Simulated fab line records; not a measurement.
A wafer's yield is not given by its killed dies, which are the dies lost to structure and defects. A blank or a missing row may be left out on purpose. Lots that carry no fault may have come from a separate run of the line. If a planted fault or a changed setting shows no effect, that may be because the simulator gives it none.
Matching of chambers :: flow nand harc :: NHARC_A_BLC_STRIP_29 on rie diel-04: 4 sister chambers
The step strips in CF4. 20 wafers are shown with their chamber, then 10 later ones without.

== WAFERS PAIRED WITH THEIR CHAMBERS ==
wafer: L075.1
chamber: 0
oes product au (a.u.): 0.991
throttle valve pct (%): 13.279
rf vpp V (V): 58.1

wafer: L075.4
chamber: 2
oes product au (a.u.): 0.984
throttle valve pct (%): 13.295
rf vpp V (V): 58.7

wafer: L075.5
chamber: 2
oes product au (a.u.): 0.991
throttle valve pct (%): 13.281
rf vpp V (V): 59.8

wafer: L078.2
chamber: 3
oes product au (a.u.): 1.009
throttle valve pct (%): 13.286
rf vpp V (V): 59.6

wafer: L078.3
chamber: 0
oes product au (a.u.): 0.986
throttle valve pct (%): 13.273
rf vpp V (V): 60.1

wafer: L078.5
chamber: 3
oes product au (a.u.): 1.003
throttle valve pct (%): 13.283
rf vpp V (V): 59.5

wafer: L079.1
chamber: 1
oes product au (a.u.): 1.012
throttle valve pct (%): 13.299
rf vpp V (V): 60.6

wafer: L079.3
chamber: 0
oes product au (a.u.): 0.991
throttle valve pct (%): 13.276
rf vpp V (V): 59.3

wafer: L079.6
chamber: 2
oes product au (a.u.): 0.990
throttle valve pct (%): 13.271
rf vpp V (V): 58.5

wafer: L080.1
chamber: 2
oes product au (a.u.): 0.995
throttle valve pct (%): 13.283
rf vpp V (V): 58.9

wafer: L080.4
chamber: 0
oes product au (a.u.): 0.989
throttle valve pct (%): 13.284
rf vpp V (V): 59.0

wafer: L080.6
chamber: 3
oes product au (a.u.): 1.001
throttle valve pct (%): 13.287
rf vpp V (V): 57.9

wafer: L081.2
chamber: 0
oes product au (a.u.): 0.994
throttle valve pct (%): 13.274
rf vpp V (V): 57.6

wafer: L081.4
chamber: 3
oes product au (a.u.): 1.013
throttle valve pct (%): 13.285
rf vpp V (V): 60.0

wafer: L081.6
chamber: 2
oes product au (a.u.): 1.008
throttle valve pct (%): 13.285
rf vpp V (V): 60.3

wafer: L082.3
chamber: 2
oes product au (a.u.): 0.989
throttle valve pct (%): 13.285
rf vpp V (V): 57.7

wafer: L082.4
chamber: 0
oes product au (a.u.): 0.987
throttle valve pct (%): 13.282
rf vpp V (V): 59.8

wafer: L082.6
chamber: 2
oes product au (a.u.): 0.992
throttle valve pct (%): 13.292
rf vpp V (V): 58.9

wafer: L084.2
chamber: 2
oes product au (a.u.): 0.986
throttle valve pct (%): 13.284
rf vpp V (V): 58.7

wafer: L084.4
chamber: 0
oes product au (a.u.): 0.977
throttle valve pct (%): 13.284
rf vpp V (V): 59.1

SIGNATURES (means of the wafers above)
reading: oes product au
chamber 0: 0.98786
chamber 1: 1.01200
chamber 2: 0.99187
chamber 3: 1.00650
scatter within a chamber: 0.00638

reading: throttle valve pct
chamber 0: 13.27886
chamber 1: 13.29900
chamber 2: 13.28450
chamber 3: 13.28525
scatter within a chamber: 0.0056

reading: rf vpp V
chamber 0: 59.000
chamber 1: 60.600
chamber 2: 58.938
chamber 3: 59.250
scatter within a chamber: 0.856
Rule: for each reading, subtract the chamber's mean from the wafer's reading, divide by that reading's scatter and square the result; add these up over the readings and take the root, which gives the wafer's distance from the chamber. If the next closest chamber is less than 2 further off than the closest, the wafer can't be placed; otherwise it belongs to the closest. The scatter is the square root of a quotient: the sum, over the shown wafers, of each reading's squared deviation from its chamber's mean, divided by wafers minus chambers.

== WAFERS WITHOUT THEIR CHAMBER ==
wafer: L084.5
oes product au (a.u.): 1.008
throttle valve pct (%): 13.279
rf vpp V (V): 58.9

wafer: L090.1
oes product au (a.u.): 0.993
throttle valve pct (%): 13.270
rf vpp V (V): 59.6

wafer: L090.5
oes product au (a.u.): 1.002
throttle valve pct (%): 13.293
rf vpp V (V): 61.3

wafer: L090.6
oes product au (a.u.): 0.990
throttle valve pct (%): 13.290
rf vpp V (V): 58.1

wafer: L095.2
oes product au (a.u.): 1.014
throttle valve pct (%): 13.264
rf vpp V (V): 57.9

wafer: L095.3
oes product au (a.u.): 0.993
throttle valve pct (%): 13.279
rf vpp V (V): 58.6

wafer: L095.6
oes product au (a.u.): 1.000
throttle valve pct (%): 13.291
rf vpp V (V): 58.7

wafer: L096.2
oes product au (a.u.): 1.017
throttle valve pct (%): 13.281
rf vpp V (V): 57.9

wafer: L096.4
oes product au (a.u.): 1.006
throttle valve pct (%): 13.271
rf vpp V (V): 59.3

wafer: L096.5
oes product au (a.u.): 0.987
throttle valve pct (%): 13.277
rf vpp V (V): 61.8

== WHICH CHAMBER EACH ONE RAN IN ==
wafer: L084.5
from the rows above: can't be placed: 3 or 2 or 0
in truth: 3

wafer: L090.1
from the rows above: can't be placed: 0 or 2 or 3
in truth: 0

wafer: L090.5
from the rows above: can't be placed: 1 or 3 or 2
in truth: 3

wafer: L090.6
from the rows above: can't be placed: 2 or 0 or 3
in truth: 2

wafer: L095.2
from the rows above: can't be placed: 3 or 0 or 2
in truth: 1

wafer: L095.3
from the rows above: can't be placed: 0 or 2 or 3
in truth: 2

wafer: L095.6
from the rows above: can't be placed: 3 or 2 or 0 or 1
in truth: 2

wafer: L096.2
from the rows above: can't be placed: 3 or 2
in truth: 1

wafer: L096.4
from the rows above: can't be placed: 3 or 0 or 2
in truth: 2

wafer: L096.5
from the rows above: can't be placed: 0 or 2 or 3
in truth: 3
Correctly placed: 0 of 10. From these rows, 10 cannot be placed; in 8 the true chamber is one of the candidates. 0 placed wrongly.
